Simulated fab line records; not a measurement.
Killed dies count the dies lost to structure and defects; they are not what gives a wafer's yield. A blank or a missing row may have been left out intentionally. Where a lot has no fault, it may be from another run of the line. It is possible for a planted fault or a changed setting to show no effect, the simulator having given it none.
Matching of chambers / flow n5 finfet / 4 sister chambers for N5_BEOL_M1_TRENCH_ETCH_37 on rie diel-01
The step etches SiOC in C4F6/O2, target depth 55.207 nm, time 29 s. 14 wafers are shown with their chamber, then 7 later ones without.

EACH WAFER AND ITS CHAMBER
wafer=L617.2; chamber=3; showerhead plenum p Torr (Torr)=2.81; drypump motor current A (A)=5.4; rf vpp V (V)=681
wafer=L617.5; chamber=2; showerhead plenum p Torr (Torr)=2.90; drypump motor current A (A)=5.7; rf vpp V (V)=665
wafer=L617.6; chamber=1; showerhead plenum p Torr (Torr)=3.01; drypump motor current A (A)=5.7; rf vpp V (V)=650
wafer=L616.1; chamber=0; showerhead plenum p Torr (Torr)=2.86; drypump motor current A (A)=6.4; rf vpp V (V)=656
wafer=L616.2; chamber=3; showerhead plenum p Torr (Torr)=2.81; drypump motor current A (A)=5.4; rf vpp V (V)=680
wafer=L616.5; chamber=3; showerhead plenum p Torr (Torr)=2.81; drypump motor current A (A)=5.4; rf vpp V (V)=682
wafer=L620.3; chamber=1; showerhead plenum p Torr (Torr)=3.00; drypump motor current A (A)=5.8; rf vpp V (V)=648
wafer=L620.4; chamber=2; showerhead plenum p Torr (Torr)=2.90; drypump motor current A (A)=5.7; rf vpp V (V)=666
wafer=L620.6; chamber=3; showerhead plenum p Torr (Torr)=2.81; drypump motor current A (A)=5.4; rf vpp V (V)=680
wafer=L621.3; chamber=1; showerhead plenum p Torr (Torr)=3.00; drypump motor current A (A)=5.8; rf vpp V (V)=649
wafer=L621.4; chamber=2; showerhead plenum p Torr (Torr)=2.90; drypump motor current A (A)=5.7; rf vpp V (V)=666
wafer=L621.5; chamber=0; showerhead plenum p Torr (Torr)=2.86; drypump motor current A (A)=6.4; rf vpp V (V)=654
wafer=L622.2; chamber=0; showerhead plenum p Torr (Torr)=2.86; drypump motor current A (A)=6.4; rf vpp V (V)=654
wafer=L622.4; chamber=1; showerhead plenum p Torr (Torr)=3.00; drypump motor current A (A)=5.8; rf vpp V (V)=648

SIGNATURES (means of the wafers above)
reading=showerhead plenum p Torr; chamber 0=2.8600; chamber 1=3.0025; chamber 2=2.9000; chamber 3=2.8100; scatter within a chamber=0.00274
reading=drypump motor current A; chamber 0=6.400; chamber 1=5.775; chamber 2=5.700; chamber 3=5.400; scatter within a chamber=0.0274
reading=rf vpp V; chamber 0=654.67; chamber 1=648.75; chamber 2=665.67; chamber 3=680.75; scatter within a chamber=0.94
Rule: distance of a wafer from a chamber = root of the sum over the readings of ((wafer's reading minus chamber's mean) / reading's scatter) squared. If the next closest chamber is less than 2 further off than the closest, the wafer can't be placed; otherwise it belongs to the closest. The scatter is the square root of a quotient: the sum, over the shown wafers, of each reading's squared deviation from its chamber's mean, divided by wafers minus chambers.

WAFERS WITH NO CHAMBER GIVEN
wafer=L622.5; showerhead plenum p Torr (Torr)=2.90; drypump motor current A (A)=5.7; rf vpp V (V)=668
wafer=L630.1; showerhead plenum p Torr (Torr)=2.84; drypump motor current A (A)=6.5; rf vpp V (V)=654
wafer=L630.2; showerhead plenum p Torr (Torr)=2.81; drypump motor current A (A)=5.4; rf vpp V (V)=681
wafer=L630.3; showerhead plenum p Torr (Torr)=2.89; drypump motor current A (A)=5.7; rf vpp V (V)=667
wafer=L631.3; showerhead plenum p Torr (Torr)=2.88; drypump motor current A (A)=5.7; rf vpp V (V)=667
wafer=L631.4; showerhead plenum p Torr (Torr)=2.80; drypump motor current A (A)=5.4; rf vpp V (V)=682
wafer=L631.6; showerhead plenum p Torr (Torr)=2.84; drypump motor current A (A)=6.5; rf vpp V (V)=655

WHICH CHAMBER EACH ONE RAN IN
wafer=L622.5; from the rows above=2; in truth=2
wafer=L630.1; from the rows above=0; in truth=0
wafer=L630.2; from the rows above=3; in truth=3
wafer=L630.3; from the rows above=2; in truth=2
wafer=L631.3; from the rows above=2; in truth=2
wafer=L631.4; from the rows above=3; in truth=3
wafer=L631.6; from the rows above=0; in truth=0
7 of 7 placed correctly. From these rows, 0 cannot be placed. Wrongly placed: 0.
